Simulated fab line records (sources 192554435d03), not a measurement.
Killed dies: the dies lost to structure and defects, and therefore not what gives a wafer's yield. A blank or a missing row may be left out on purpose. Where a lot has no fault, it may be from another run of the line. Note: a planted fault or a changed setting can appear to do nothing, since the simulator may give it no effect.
Lot-split experiment	flow n5-finfet	7 lots, 21 wafers read, on a route of 1938 steps

== ABOUT THE SPLIT ==
At N5_BEOL_M11_ETCH_41 (etches SiCN in CH3F/O2, target depth 42.6 nm, time 86 s), the setting time-s was moved away from the recipe's 86 s on 9 of the 21 wafers read, by -16.1% to +20.1%. This setting was run at the recipe's value on the other wafers.

The reading is taken at the split's own step.

== THE READING ==
etch.depth-nm (the simulator's own value, which no gauge read), in nm, at N5_BEOL_M11_ETCH_41 (etches SiCN in CH3F/O2, target depth 42.6 nm, time 86 s). No usual value for it is given in the file. Average 32.80 nm, standard deviation 0.27 nm, over the 12 wafers here run with the recipe.

wafer	tool, chamber at the split	time-s as run, s	against the recipe	etch.depth-nm, nm	against lot-mates on the recipe
L079.1	rie-diel-06, 3	86	recipe	32.94	-
L079.2	rie-diel-06, 1	72.14	-16.1%	27.11	-5.83
L079.3	rie-diel-06, 2	72.14	-16.1%	27.29	-5.65
L078.3	rie-diel-04, 3	86	recipe	32.9	-
L078.5	rie-diel-04, 3	86	recipe	32.93	-
L078.6	rie-diel-04, 0	86	recipe	32.99	-
L084.2	rie-diel-04, 3	74.23	-13.7%	28.23	-4.83
L084.3	rie-diel-04, 0	86	recipe	33.06	-
L084.4	rie-diel-04, 0	74.23	-13.7%	28.55	-4.51
L086.1	rie-diel-04, 0	86	recipe	32.94	-
L086.5	rie-diel-04, 3	86	recipe	32.56	-
L086.6	rie-diel-04, 0	86	recipe	32.84	-
L089.2	rie-diel-04, 1	101.3	+17.8%	39.09	+6.76
L089.5	rie-diel-04, 3	86	recipe	32.33	-
L089.6	rie-diel-04, 2	101.3	+17.8%	38.05	+5.72
L092.2	rie-diel-03, 2	86	recipe	32.96	-
L092.3	rie-diel-03, 3	86	recipe	32.2	-
L092.6	rie-diel-03, 2	86	recipe	32.92	-
L094.2	rie-diel-06, 3	103.3	+20.1%	39.33	no lot-mate on the recipe
L094.5	rie-diel-06, 1	103.3	+20.1%	39.72	no lot-mate on the recipe
L094.6	rie-diel-06, 2	103.3	+20.1%	39.3	no lot-mate on the recipe

THE FIT
A straight line over all 21 wafers: etch.depth-nm changes by +0.332 nm for each +1% of time-s; r = +1.00; the points scatter about the line by 0.3 nm.
The same after taking each lot's own level away (the mean of its wafers on the recipe; 18 wafers): +0.35 nm for each +1%; r = +1.00; scatter 0.26 nm.
On that fit, the largest move of time-s shifts the reading by 7 nm.
Measured against the standard deviation above, the lots' own levels, which go from 32.330 to 33.060 nm, span 2.7 times it.
The two slopes agree, so the slope changes little with the lot-to-lot level.
Check: with one of the wafers moved furthest among these (+17.8%) left out of the fit, the line predicts +6.01 nm for it against its lot-mates. Against them it came out at +6.76 nm.

== OTHER SPLITS ON THESE WAFERS ==
Note: prior to the reading, these wafers also went through further splits. Each is held against what the fit with the lots' levels taken away leaves over:
other split on the same wafers	wafers away from the commonest value	r with etch.depth-nm (lot level and that fit taken away)
N5_BEOL_M8_DESCUM_33 time-s	6	+0.09
N5_BEOL_M10_HM_DEP_02 target-thk-a	5	-0.04
N5_BEOL_M10_ETCH_61 cf4-flow-sccm	6	-0.37
N5_BEOL_M10_COAT_64 spin-rpm	7	-0.24
N5_BEOL_M11_TRENCH_ETCH_37 bias-w	4	-0.37

== THE FILE'S OWN FIT ==
etch.depth-nm changes by +0.35 nm for each +1% of time-s, r = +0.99.
